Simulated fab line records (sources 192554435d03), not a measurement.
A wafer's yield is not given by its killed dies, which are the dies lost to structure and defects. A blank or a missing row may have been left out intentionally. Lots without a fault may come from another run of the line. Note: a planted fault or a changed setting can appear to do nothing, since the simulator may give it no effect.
Comparing a struck lot with a sound one	flow n5_finfet	20 out of 1938 route steps
Sound: the wafers L739.2, L739.3, L739.6. Wafers L735.3, L735.5, L735.6 were the ones struck. At the end, the cause is stated.
Each step with rows lists, per side, the tool, then ch with its chambers, then its first start. Under that, the readings that differ: sound wafers	struck wafers	difference of the means	sigmas: that difference in standard deviations of wafers without a fault.
alike: readings whose means differ by less than 2 such deviations, and words and numbers that are the same on both sides. not compared: withheld readings, readings that some wafer has no value for, bounds like >300 that may hide the same value, and numbers for which the record gives no deviation and whose values overlap.
A row with sigmas, a row that says differs or no value, or rows on one side alone: a step with any of these is where the two part. When numbers do not overlap yet have no deviation, they are printed without sigmas and do not part them. A reading that every wafer of one side lacks parts them only if that side has two wafers or more.

first, 6 steps without rows for these wafers: N5_BEOL_M5_COAT_05 (resist thk 30 nm); N5_BEOL_M5_EBR_07; N5_BEOL_M5_SOFTBAKE_06 (time 60 s); N5_BEOL_M5_EXPOSE_08 (exposes mask M5, target cd 28 nm); N5_BEOL_M5_PEB_09 (peb time 60 s); N5_BEOL_M5_DEVELOP_10 (develop time 30 s).
N5_BEOL_M5_CD_MEAS_11: target cd 27.74 nm.
  sound on cd_sem-03 ch 0, day 13 14:57; struck on cd_sem-02 ch 0, day 13 03:59
  alike: cd_nm
N5_BEOL_M5_OVL_MEAS_12:
  sound on overlay-01 ch 0, day 13 14:59; struck on overlay-02 ch 0, day 13 04:02
  alike: M5_OVL
N5_BEOL_M5_INSPECT_13: inspects for defects (brightfield).
  sound on defect_inspect-01 at day 13 15:02; struck on defect_inspect-01 at day 13 04:05
  alike: raw_defect_count
N5_BEOL_M5_DESCUM_16: chemistry O2, time 7 s.
  sound on rie_diel-03 ch 2,3, day 13 15:17; struck on rie_diel-02 ch 2,3, day 13 04:07
reading	sound	struck	difference	sigmas
oes_product_au (a.u.)	0.72 0.96 0.96	0.72 0.72 0.71	-0.16	-3
  alike: bias_power_w, drypump_motor_current_A, rf_vpp_V, showerhead_plenum_p_Torr, throttle_valve_pct
  not compared: rf_hours_counter_h
N5_BEOL_M5_ETCH_72: etches underlayer in N2/H2, target depth 6.5 nm, time 5.2 s.
  sound on rie_diel-03 ch 2,3, day 13 15:19; struck on rie_diel-02 ch 2,3, day 13 04:09
reading	sound	struck	difference	sigmas
chamber_pressure_mTorr (mTorr)	29.88 29.99 29.96	29.97 30.06 30.07	+0.09	+2
oes_product_au (a.u.)	0.63 0.83 0.85	0.64 0.59 0.65	-0.14	-3
  alike: bias_w, drypump_motor_current_A, etch_rf_on_time_s, n2_flow_sccm, rf_vpp_V, showerhead_plenum_p_Torr, throttle_valve_pct
  not compared: rf_hours_counter_h
N5_BEOL_M5_ETCH_61: etches SiARC in CF4, target depth 15.6 nm, time 26 s.
  sound on rie_diel-03 ch 2,3, day 13 15:20; struck on rie_diel-02 ch 2,3, day 13 04:10
reading	sound	struck	difference	sigmas
oes_product_au (a.u.)	0.63 0.83 0.83	0.64 0.60 0.64	-0.14	-3
  alike: bias_w, cf4_flow_sccm, drypump_motor_current_A, etch_rf_on_time_s, rf_vpp_V, showerhead_plenum_p_Torr, throttle_valve_pct
  not compared: rf_hours_counter_h
N5_BEOL_M5_ETCH_62: etches SOC in N2/H2, target depth 75 nm, overetch 15 nm, time 112.5 s.
  sound on rie_diel-03 ch 2,3, day 13 15:22; struck on rie_diel-02 ch 2,3, day 13 04:11
  no value came back on the struck wafers for any of 8 readings (bias_w (W), chamber_pressure_mTorr (mTorr) and others); on the sound wafers bias_w (W) reads 150.5 151.0 149.8
reading	sound	struck	difference	sigmas
model.SiARC_of_BEOL_M5_COAT_60.thk_nm (nm)	6.8 6.6 6.6	12 12 12	+5	
model.underlayer_of_BEOL_M5_COAT_71.thk_nm (nm)	0 0 0	5 5 5	+5	
  not compared: rf_hours_counter_h
then, 2 steps without rows for these wafers: N5_BEOL_M5_STRIP_63 (strips in N2/H2); N5_BEOL_M5_STRIP_73 (strips in N2/H2).
N5_BEOL_M5_STRIP_64: strips in CF4.
  sound on rie_diel-03 ch 2,3, day 13 15:29; struck on rie_diel-02 ch 2,3, day 13 04:19
reading	sound	struck	difference	sigmas
oes_product_au (a.u.)	0.72 0.95 0.96	0.71 0.71 0.71	-0.17	-3
  alike: bias_power_w, drypump_motor_current_A, rf_vpp_V, showerhead_plenum_p_Torr, throttle_valve_pct
  not compared: rf_hours_counter_h
N5_BEOL_M5_HM_OPEN_17: chemistry Cl2/BCl3, target TiN, target depth 20 nm, overetch 6 nm.
  sound on rie_metal-02 ch 1, day 13 15:32; struck on rie_metal-03 ch 1, day 13 04:25
reading	sound	struck	difference	sigmas
drypump_motor_current_A (A)	5.38 5.39 5.39	5.69 5.75 5.73	+0.34	+2
oes_product_au (a.u.)	0.69 0.70 0.70	0.34 0.32 0.33	-0.37	-8
throttle_valve_pct (%)	22.11 22.08 22.12	22.82 22.83 22.82	+0.72	+3
  alike: he_backside_leak_sccm, oes_ar_750_au
  not compared: rf_hours_counter_h
N5_BEOL_M5_STRIP_19: strips in O2.
  sound on rie_diel-02 ch 1,3, day 13 15:38; struck on rie_diel-03 ch 1,3, day 13 04:34
  alike: drypump_motor_current_A, oes_product_au, rf_vpp_V, showerhead_plenum_p_Torr, throttle_valve_pct
  not compared: rf_hours_counter_h
N5_BEOL_M5_CD_MEAS_18: pitch 56 nm, target cd 28 nm.
  sound on cd_sem-02 at day 13 15:43; struck on cd_sem-03 at day 13 04:38
reading	sound	struck	difference	sigmas
cd_nm (nm)	28.1 28.0 28.4	- - -	no value on the struck wafers	
then, 1 step without rows for these wafers: N5_BEOL_M5_COAT_65 (time 60 s, resist thk 60 nm).

WHERE THEY PART
Earliest at N5_BEOL_M5_DESCUM_16; latest, in this record, at N5_BEOL_M5_CD_MEAS_18.

WHY: the cause the simulator had injected
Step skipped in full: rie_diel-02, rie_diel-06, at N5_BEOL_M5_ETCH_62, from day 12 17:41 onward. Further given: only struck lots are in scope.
